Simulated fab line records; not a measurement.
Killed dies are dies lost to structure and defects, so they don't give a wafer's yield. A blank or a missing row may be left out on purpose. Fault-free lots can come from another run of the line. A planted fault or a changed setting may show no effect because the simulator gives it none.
fab line records -- flow nand_harc
record lots=11, wafers=33, last_day=33
route steps=1302 shown A_BLC@1122 A_M0@1146 END@1302
lots with no fault: from the same line, run without faults
start_h: start of the lot's first displayed wafer, in hours after the record's first day -- wait_h: hours elapsed since this lot's preceding step -- " the same as in the row above -- L1.1+2: one row covering several wafers at once -- - no value, or no start given -- * or withheld: withheld -- < > ~ a bound
route shown NAME@n: NAME is a module with steps in the file, n the number in the route of the first one -- usual: the fault-free wafers' mean and standard deviation -- same: alike in all rows -- chamber/n: place in a boat -- sites: each site's reading -- _std_site: the values' standard deviation -- _edge_site: inner sites' mean taken away from outer sites' mean -- radius_mm: for every site, how far away it sits from the centre of the wafer -- mask NAME#n: copy n -- behind: tool/chamber where the wafer was last shaped -- hold: reason for holding the lot/hours on hold/outcome of the hold -- device: names the non-switching transistor (n, p or np) -- end of line: the tests these same wafers got at the end of their route -- a step with no rows: only its recipe -- killed: the dies lost at the first sort to structure and to defects; this is not the yield of the wafer -- map: dies across one wafer; x = killed, . = not, _ = none there
set.NAME: setting as actually run; set.NAME@STEP: the setting as run at that earlier step -- model.NAME: the simulator's own value behind a step, which no gauge read
the route's steps for a sample of lots (tables are steps, rows are wafers)
services: from which hour (start_h, from the record's first day; less than 0 if before it) a tool's chamber was out of use, for how many hours, and why
## steps
# step NHARC_A_BLC_ETCH_17
# recipe target_depth_a=3900, over_etch_frac=0.25, time_s=609.38, ion_energy_ev=200, n2_flow_sccm=150, h2_flow_sccm=150, ar_flow_sccm=0, rf_w=400, bias_w=150, chemistry=N2/H2
# usual drypump_motor_current_A=5.8/0.44, oes_product_au=0.999/0.0074, rf_vpp_V=429.0/2.1, showerhead_plenum_p_Torr=1.98/0.071, throttle_valve_pct=14.171/0.0088
lot.wafer,tool,chamber,start_h,wait_h,drypump_motor_current_A,oes_product_au,rf_hours_counter_h,rf_vpp_V,showerhead_plenum_p_Torr,throttle_valve_pct
L248.4,rie_diel-06,2,-,-,6.0,1.001,2,430.8,2.05,14.183
L248.5,rie_diel-06,0,-,-,6.2,1.001,-,429.1,1.96,14.163
L248.6,rie_diel-06,1,-,-,6.0,1.010,-,426.3,1.88,14.164
L251.3,rie_diel-13,3,-,-,5.1,1.000,1,430.8,2.01,14.151
L251.5,rie_diel-13,1,-,-,5.0,0.994,-,429.4,2.00,14.187
L251.6,rie_diel-13,2,-,-,6.2,1.003,-,428.0,1.92,14.159
L255.3,rie_diel-13,1,-,-,5.0,0.991,5,429.2,2.00,14.170
L255.1,rie_diel-13,2,-,-,6.2,0.998,4,426.5,1.92,14.174
L255.5,rie_diel-13,1,-,-,5.1,0.993,-,429.7,2.00,14.186
L259.2,rie_diel-13,1,-,-,5.0,0.990,6,430.0,2.00,14.167
L259.6,rie_diel-13,2,-,-,6.2,0.994,-,427.0,1.92,14.161
L259.5,rie_diel-13,3,-,-,5.1,1.005,-,429.0,2.01,14.185
L265.4,rie_diel-13,0,-,-,5.7,1.007,8,427.2,1.94,14.172
L265.2,rie_diel-13,1,-,-,5.0,0.996,10,429.5,2.00,14.174
L265.1,rie_diel-13,2,-,-,6.2,1.006,10,428.5,1.92,14.180
L266.1,rie_diel-03,2,-,-,6.0,1.013,20,434.1,2.13,14.172
L266.3,rie_diel-03,3,-,-,6.2,1.000,20,432.4,2.10,14.166
L266.5,rie_diel-03,3,-,-,6.2,1.014,-,432.5,2.10,14.169
L267.4,rie_diel-06,0,-,-,6.3,0.989,3,428.9,1.96,14.172
L267.6,rie_diel-06,2,-,-,6.0,0.998,-,430.9,2.05,14.170
L267.5,rie_diel-06,3,-,-,5.3,0.996,-,429.9,2.04,14.167
L268.2,rie_diel-06,1,-,-,6.0,0.999,4,427.1,1.87,14.155
L268.3,rie_diel-06,2,-,-,6.0,0.992,4,430.2,2.05,14.169
L268.1,rie_diel-06,0,-,-,6.3,0.986,3,428.2,1.96,14.174
L269.4,rie_diel-06,0,-,-,6.3,1.000,4,428.1,1.96,14.178
L269.1,rie_diel-06,2,-,-,6.0,0.996,6,431.2,2.05,14.176
L269.6,rie_diel-06,0,-,-,6.3,0.998,-,428.2,1.96,14.167
L270.2,rie_diel-06,3,-,-,5.3,1.002,7,431.3,2.04,14.173
L270.6,rie_diel-06,1,-,-,6.0,0.996,-,425.6,1.87,14.169
L270.5,rie_diel-06,2,-,-,6.0,0.999,-,430.1,2.04,14.171
L271.2,rie_diel-06,3,-,-,5.3,0.989,7,430.7,2.04,14.157
L271.3,rie_diel-06,0,-,-,6.3,0.996,6,427.3,1.95,14.172
L271.5,rie_diel-06,1,-,-,6.0,1.000,-,426.8,1.87,14.174
# step NHARC_A_BLC_CD_MEAS_19
# usual cd_nm=99.7/1.8
lot.wafer,tool,chamber,start_h,wait_h,cd_nm
L248.4,cd_sem-02,-,526.86,-,98.5
L248.5,cd_sem-02,-,526.86,-,102.1
L248.6,cd_sem-02,-,526.86,-,101.3
L251.3,cd_sem-01,-,548.03,-,101.4
L251.5,cd_sem-01,-,548.03,-,99.3
L251.6,cd_sem-01,-,548.03,-,100.6
L255.1,cd_sem-01,-,594.95,-,104.8
L255.3,cd_sem-01,-,594.95,-,98.7
L255.5,cd_sem-01,-,594.95,-,101.1
L259.2,cd_sem-01,-,616.33,-,99.8
L259.5,cd_sem-01,-,616.33,-,98.3
L259.6,cd_sem-01,-,616.33,-,99.5
L265.1,cd_sem-02,-,671.19,-,102.5
L265.2,cd_sem-02,-,671.19,-,99.2
L265.4,cd_sem-02,-,671.19,-,99.7
L266.1,cd_sem-02,-,698.44,-,96.5
L266.3,cd_sem-02,-,698.44,-,97.0
L266.5,cd_sem-02,-,698.44,-,100.2
L267.4,cd_sem-02,-,711.27,-,98.8
L267.5,cd_sem-02,-,711.27,-,100.0
L267.6,cd_sem-02,-,711.27,-,100.0
L268.1,cd_sem-01,-,712.77,-,100.2
L268.2,cd_sem-01,-,712.77,-,100.4
L268.3,cd_sem-01,-,712.77,-,98.4
L269.1,cd_sem-03,-,726.63,-,97.6
L269.4,cd_sem-03,-,726.63,-,98.1
L269.6,cd_sem-03,-,726.63,-,100.1
L270.2,cd_sem-02,-,743.00,-,97.9
L270.5,cd_sem-02,-,743.00,-,96.6
L270.6,cd_sem-02,-,743.00,-,99.2
L271.2,cd_sem-01,-,745.30,-,98.2
L271.3,cd_sem-01,-,745.30,-,99.3
L271.5,cd_sem-01,-,745.30,-,99.4
# step NHARC_A_M0_DEVELOP_08
# recipe develop_time_s=35, dev_temp_c=23
lot.wafer,tool,chamber,start_h,wait_h
L248.4+5+6,litho_track-01,0,529,-
L251.3+5+6,litho_track-06,0,550,-
L255.1+3+5,litho_track-06,0,597,-
L259.2+5+6,litho_track-06,0,619,-
L265.1+2+4,litho_track-06,0,673,-
L266.1+3+5,litho_track-01,0,701,-
L267.4+5+6,litho_track-04,0,714,-
L268.1+2+3,litho_track-06,0,715,-
L269.1+4+6,litho_track-01,0,729,-
L270.2+5+6,litho_track-04,0,745,-
L271.2+3+5,litho_track-01,0,747,-
# step NHARC_A_M0_CD_MEAS_09
# recipe target_cd_nm=80, landing_energy_ev=500
# usual cd_nm=80.2/0.71
lot.wafer,tool,chamber,start_h,wait_h,cd_nm
L248.4,cd_sem-03,0,529.62,-,81.6
L248.5,cd_sem-03,0,529.62,-,80.2
L248.6,cd_sem-03,0,529.62,-,79.4
L251.3,cd_sem-02,0,550.90,-,79.1
L251.5,cd_sem-02,0,550.90,-,79.9
L251.6,cd_sem-02,0,550.90,-,79.9
L255.1,cd_sem-01,0,597.84,-,82.4
L255.3,cd_sem-01,0,597.84,-,82.3
L255.5,cd_sem-01,0,597.84,-,82.6
L259.2,cd_sem-03,0,619.35,-,82.3
L259.5,cd_sem-03,0,619.35,-,83.0
L259.6,cd_sem-03,0,619.35,-,82.1
L265.1,cd_sem-01,0,674.07,-,80.3
L265.2,cd_sem-01,0,674.07,-,79.7
L265.4,cd_sem-01,0,674.07,-,80.1
L266.1,cd_sem-02,0,701.32,-,79.1
L266.3,cd_sem-02,0,701.32,-,78.5
L266.5,cd_sem-02,0,701.32,-,79.7
L267.4,cd_sem-02,0,714.14,-,81.2
L267.5,cd_sem-02,0,714.14,-,81.4
L267.6,cd_sem-02,0,714.14,-,81.3
L268.1,cd_sem-03,0,715.64,-,79.3
L268.2,cd_sem-03,0,715.64,-,80.4
L268.3,cd_sem-03,0,715.64,-,80.1
L269.1,cd_sem-03,0,729.39,-,80.5
L269.4,cd_sem-03,0,729.39,-,80.5
L269.6,cd_sem-03,0,729.39,-,80.2
L270.2,cd_sem-02,0,745.74,-,79.2
L270.5,cd_sem-02,0,745.74,-,80.2
L270.6,cd_sem-02,0,745.74,-,80.2
L271.2,cd_sem-02,0,748.06,-,79.0
L271.3,cd_sem-02,0,748.06,-,80.2
L271.5,cd_sem-02,0,748.06,-,80.3
# step NHARC_A_M0_ETCH_34
# recipe target_depth_a=400, overetch_a=120, time_s=43.94, ion_energy_ev=200, n2_flow_sccm=150, h2_flow_sccm=150, ar_flow_sccm=0, rf_w=400, bias_w=150, chemistry=N2/H2
# usual drypump_motor_current_A=5.2/0.42, oes_product_au=0.994/0.0096, rf_vpp_V=430.8/2.9, showerhead_plenum_p_Torr=2.05/0.1, throttle_valve_pct=14.172/0.0093
lot.wafer,tool,chamber,start_h,wait_h,drypump_motor_current_A,oes_product_au,rf_hours_counter_h,rf_vpp_V,showerhead_plenum_p_Torr,throttle_valve_pct
L248.5,rie_diel-08,0,529.92,0.1,5.0,1.001,-,427.9,1.94,14.175
L248.6,rie_diel-08,1,529.92,0.1,5.0,0.990,-,435.6,2.20,14.171
L248.4,rie_diel-08,2,529.92,0.1,4.8,0.980,-,432.6,2.08,14.174
L251.3,rie_diel-02,0,551.17,0.1,5.5,1.003,9.1,433.2,2.15,14.179
L251.6,rie_diel-02,0,551.17,0.1,5.5,1.007,-,435.3,2.15,14.174
L251.5,rie_diel-02,1,551.17,0.1,6.4,1.005,-,429.9,2.01,14.176
L255.1,rie_diel-02,3,598.12,0.1,5.1,0.985,1.7,433.3,2.12,14.148
L255.3,rie_diel-02,1,598.12,0.1,6.3,1.012,1.5,430.5,2.01,14.177
L255.5,rie_diel-02,2,598.12,0.1,5.5,0.995,-,431.0,2.10,14.163
L259.2,rie_diel-08,3,619.63,0.1,5.2,0.982,2.9,427.0,1.91,14.169
L259.6,rie_diel-08,0,619.63,0.1,5.0,0.984,-,428.4,1.94,14.174
L259.5,rie_diel-08,1,619.63,0.1,5.0,0.995,-,435.0,2.20,14.164
L265.2,rie_diel-08,2,674.34,0.1,4.8,0.999,6.6,431.2,2.07,14.178
L265.1,rie_diel-08,0,674.34,0.1,5.0,1.002,5.3,427.7,1.94,14.173
L265.4,rie_diel-08,1,674.34,0.1,5.1,0.998,6.3,436.4,2.20,14.171
L266.3,rie_diel-08,1,701.60,0.1,5.0,0.973,7.5,434.6,2.20,14.166
L266.1,rie_diel-08,3,701.60,0.1,5.2,0.984,7.4,426.4,1.91,14.168
L266.5,rie_diel-08,1,701.60,0.1,5.0,0.995,-,434.6,2.20,14.179
L267.4,rie_diel-08,1,714.41,0.1,5.0,0.984,8.3,433.7,2.20,14.168
L267.5,rie_diel-08,1,714.41,0.1,5.1,0.992,-,434.4,2.20,14.195
L267.6,rie_diel-08,2,714.41,0.1,4.8,0.997,-,430.2,2.07,14.172
L268.1,rie_diel-08,1,715.91,0.1,5.1,0.991,8.3,435.4,2.20,14.164
L268.3,rie_diel-08,2,715.91,0.1,4.8,0.979,8.6,431.7,2.07,14.161
L268.2,rie_diel-08,3,715.91,0.1,5.2,1.000,7.9,426.5,1.91,14.179
L269.4,rie_diel-02,2,729.68,0.0,5.5,0.992,8.4,431.2,2.09,14.181
L269.1,rie_diel-02,1,729.68,0.0,6.4,0.997,8.3,429.7,2.01,14.179
L269.6,rie_diel-02,2,729.68,0.0,5.5,0.998,-,432.9,2.09,14.191
L270.2,rie_diel-02,0,746.02,0.1,5.5,1.006,10.1,433.3,2.15,14.164
L270.6,rie_diel-02,1,746.02,0.1,6.3,1.007,-,429.7,2.01,14.171
L270.5,rie_diel-02,2,746.02,0.1,5.4,0.991,-,431.8,2.09,14.173
L271.2,rie_diel-09,0,748.33,0.1,5.8,0.990,3.4,429.3,1.97,14.166
L271.3,rie_diel-09,3,748.33,0.1,5.1,0.999,2.7,428.8,1.94,14.168
L271.5,rie_diel-09,1,748.33,0.1,5.9,0.991,-,433.7,2.15,14.164
# step NHARC_A_M0_CD_MEAS_16
# usual cd_nm=80.1/0.85
lot.wafer,tool,chamber,start_h,wait_h,cd_nm
L248.4,cd_sem-02,-,530.15,-,80.0
L248.5,cd_sem-02,-,530.15,-,80.2
L248.6,cd_sem-02,-,530.15,-,79.2
L251.3,cd_sem-03,-,551.39,-,79.6
L251.5,cd_sem-03,-,551.39,-,80.3
L251.6,cd_sem-03,-,551.39,-,79.9
L255.1,cd_sem-03,-,598.33,-,82.7
L255.3,cd_sem-03,-,598.33,-,81.8
L255.5,cd_sem-03,-,598.33,-,83.0
L259.2,cd_sem-02,-,619.83,-,82.8
L259.5,cd_sem-02,-,619.83,-,83.0
L259.6,cd_sem-02,-,619.83,-,83.1
L265.1,cd_sem-02,-,674.55,-,80.3
L265.2,cd_sem-02,-,674.55,-,79.5
L265.4,cd_sem-02,-,674.55,-,79.0
L266.1,cd_sem-01,-,701.80,-,78.7
L266.3,cd_sem-01,-,701.80,-,78.4
L266.5,cd_sem-01,-,701.80,-,78.8
L267.4,cd_sem-03,-,714.64,-,80.9
L267.5,cd_sem-03,-,714.64,-,81.0
L267.6,cd_sem-03,-,714.64,-,81.1
L268.1,cd_sem-03,-,716.13,-,79.0
L268.2,cd_sem-03,-,716.13,-,79.6
L268.3,cd_sem-03,-,716.13,-,80.0
L269.1,cd_sem-03,-,729.89,-,79.6
L269.4,cd_sem-03,-,729.89,-,79.7
L269.6,cd_sem-03,-,729.89,-,79.1
L270.2,cd_sem-03,-,746.22,-,79.5
L270.5,cd_sem-03,-,746.22,-,80.5
L270.6,cd_sem-03,-,746.22,-,80.2
L271.2,cd_sem-02,-,748.54,-,79.9
L271.3,cd_sem-02,-,748.54,-,79.6
L271.5,cd_sem-02,-,748.54,-,80.7
# step NHARC_END_SORT_01
# recipe temp_c=25
# usual defect_limited_yield=91/3, killed_at_array=54/21, killed_at_other=1.0/1.2, killed_at_periphery=3.6/2.6, killed_dies=58/20, killed_open=3.3/1.9, killed_short=2.6/1.5, sort_bin_2_pct=3.1/1.4, sort_bin_3_pct=0.6/0.37, sort_bin_4_pct=4.9/1.6, sort_n_pass=619/20, sort_rim_yield_pct=91/4.3, sort_yield_pct=91/3
# same gross_dies=677, sort_bin_5_pct[%]=0, sort_bin_6_pct[%]=0, sort_bin_7_pct[%]=0, sort_bin_8_pct[%]=0, sort_rim_n_gross=106.00
lot.wafer,tool,chamber,start_h,wait_h,defect_limited_yield[%],killed_at_array,killed_at_other,killed_at_periphery,killed_dies,killed_open,killed_short,sort_bin_2_pct[%],sort_bin_3_pct[%],sort_bin_4_pct[%],sort_n_pass,sort_rim_yield_pct[%],sort_yield_pct[%]
L266.1,prober-02,0,740.54,2.5,89,66,1,6,73,6,2,4.0,0.6,6.2,604,83,89
L266.3,prober-02,0,742.13,3.1,91,58,2,3,63,2,4,3.5,0.4,5.3,614,86,91
L266.5,prober-02,0,743.73,3.7,90,69,0,1,70,6,4,4.6,1.0,4.7,607,84,90
# killed by level:class
L266.1 A_SLIT:chamber_film_flake=27 A_CHANNEL_HOLE_D2:chamber_film_flake=19 A_CHANNEL_HOLE_D1:chamber_film_flake=11 A_ONON_D2:geometric_particle:open=3 A_CHANNEL_FILL_D2:geometric_particle:open=2 P_ZERO_WELL:chamber_film_flake=2 P_GATE:geometric_particle:short=1 P_M1:geometric_particle:open=1
L266.3 A_SLIT:chamber_film_flake=29 A_CHANNEL_HOLE_D2:chamber_film_flake=16 A_CHANNEL_HOLE_D1:chamber_film_flake=6 A_STAIRCASE:chamber_film_flake=2 P_GATE:geometric_particle:short=1 P_CONTACT:geometric_particle:short=1 A_ONON_D1:geometric_particle:open=1 A_CHANNEL_FILL_D1:geometric_particle:open=1
L266.5 A_SLIT:chamber_film_flake=26 A_CHANNEL_HOLE_D2:chamber_film_flake=15 A_CHANNEL_HOLE_D1:chamber_film_flake=7 A_ZERO_WELL:chamber_film_flake=3 A_STAIRCASE:chamber_film_flake=3 A_CONTACT:chamber_film_flake=3 A_CHANNEL_FILL_D2:geometric_particle:open=2 A_WL_FILL:chamber_film_flake=2
## services
tool,chamber,start_h,hours,kind
litho_track-01,-,505.00,7.0,pm
rie_diel-13,-,519.00,9.0,pm
rie_diel-08,3,526.78,5.5,repair
litho_track-06,-,529.00,7.0,pm
rie_diel-08,-,544.80,9.0,pm
rie_diel-08,0,556.22,4.3,repair
rie_diel-02,3,558.74,4.6,repair
rie_diel-02,-,570.85,9.0,pm
rie_diel-13,2,578.29,4.9,repair
rie_diel-08,0,581.15,3.3,repair
rie_diel-02,-,587.00,0.1,repair
rie_diel-02,3,629.35,7.7,repair
rie_diel-13,0,629.70,9.9,repair
rie_diel-02,3,659.33,13.9,repair
rie_diel-06,-,661.25,9.0,pm
rie_diel-06,1,671.98,1.8,repair
litho_track-01,-,680.00,7.0,pm
rie_diel-13,-,696.00,9.0,pm
litho_track-06,-,704.00,7.0,pm
rie_diel-02,3,707.61,9.5,repair
rie_diel-02,0,714.67,14.9,repair
rie_diel-08,-,721.80,9.0,pm
rie_diel-06,0,728.62,2.7,repair
rie_diel-13,-,741.53,2.2,repair
## key
first_sign step=NHARC_A_M0_CD_MEAS_09, reading=cd_nm, direction=up, sigmas=3.1, usual=80.2, struck=82.5
effect step=NHARC_A_M0_CD_MEAS_16, reading=cd_nm, direction=up, sigmas=3.1, usual=80.1, struck=82.7
met_at NHARC_A_M0_DEVELOP_08
struck_lots L255,L259
not_acting_at NHARC_A_BLC_ETCH_17,NHARC_A_BLC_CD_MEAS_19,NHARC_A_M0_ETCH_34
onset_between 550 597
fault kind=process_parameter_drift, tool=litho_track-06, chamber=-, onset_h=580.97, steps=NHARC_A_M0_DEVELOP_08, channel=develop_time_s, offset=*, shape=step, end_h=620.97, acts_in=*, stated=*
